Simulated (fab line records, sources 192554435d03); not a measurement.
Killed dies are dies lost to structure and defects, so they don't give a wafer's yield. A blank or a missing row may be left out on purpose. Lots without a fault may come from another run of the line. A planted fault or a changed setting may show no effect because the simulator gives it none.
Split-lot experiment | flow n5_finfet | 7 lots, 21 wafers read, on a route of 1938 steps

THE SPLIT
At N5_PASSIVATION_DEVELOP_43 (develop time 60 s), the setting develop_time_s was moved away from the recipe's 60 s on 8 of the 21 wafers read, by -20.2% to -9.6%. The other wafers ran this setting at the recipe's value.

FROM THE SPLIT TO THE READING: what the file shows between them, 1 step
- N5_PASSIVATION_HARDBAKE_45: time 120 s

THE READING
cd_nm, in nm, at N5_PASSIVATION_CD_MEAS_44 (target cd 40000 nm). Fault-free wafers of this fab line usually give 40000 nm, standard deviation 2.8 nm.

wafer  | tool, chamber at the split | develop_time_s as run, s | against the recipe | cd_nm, nm | against lot-mates on the recipe
L076.2 | litho_track-01, 0          | 54.22                    | -9.6%              | 39994     | -5
L076.4 | litho_track-01, 0          | 60                       | recipe             | 40000     | -
L076.5 | litho_track-01, 0          | 60                       | recipe             | 39998     | -
L078.2 | litho_track-01, 0          | 60                       | recipe             | 40002     | -
L078.3 | litho_track-01, 0          | 47.88                    | -20.2%             | 39988     | -14
L078.4 | litho_track-01, 0          | 47.88                    | -20.2%             | 39987     | -15
L079.4 | litho_track-03, 0          | 53.33                    | -11.1%             | 39992     | -7
L079.5 | litho_track-03, 0          | 60                       | recipe             | 39999     | -
L079.6 | litho_track-03, 0          | 53.33                    | -11.1%             | 39995     | -4
L081.1 | litho_track-04, 0          | 60                       | recipe             | 39992     | -
L081.2 | litho_track-04, 0          | 60                       | recipe             | 39994     | -
L081.6 | litho_track-04, 0          | 51.51                    | -14.2%             | 39989     | -4
L083.3 | litho_track-03, 0          | 60                       | recipe             | 40003     | -
L083.4 | litho_track-03, 0          | 60                       | recipe             | 40003     | -
L083.5 | litho_track-03, 0          | 60                       | recipe             | 40005     | -
L084.2 | litho_track-04, 0          | 60                       | recipe             | 40001     | -
L084.3 | litho_track-04, 0          | 60                       | recipe             | 39999     | -
L084.6 | litho_track-04, 0          | 60                       | recipe             | 39995     | -
L096.2 | litho_track-01, 0          | 52.59                    | -12.3%             | 39994     | -2
L096.4 | litho_track-01, 0          | 60                       | recipe             | 39996     | -
L096.5 | litho_track-01, 0          | 52.59                    | -12.3%             | 39990     | -6

THE FIT
A straight line over all 21 wafers: cd_nm changes by +0.574 nm for each +1% of develop_time_s; r = +0.80; the points scatter about the line by 3.2 nm.
The same after taking each lot's own level away (the mean of its wafers on the recipe; 21 wafers): +0.568 nm for each +1%; r = +0.89; scatter 2.2 nm.
On that fit, the largest move of develop_time_s shifts the reading by 11 nm.
The lots' own levels span 39993.0 to 40003.7 nm, that is 3.8 times the standard deviation above.
So the lot-to-lot level blurs the effect unless lot-mates are compared.
Check: with one of the wafers moved furthest among these (-20.2%) left out of the fit, the line predicts -10.2 nm for it against its lot-mates. It came out at -14 nm against them.

THE FILE'S OWN FIT
cd_nm changes by +0.518 nm for each +1% of develop_time_s, r = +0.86.
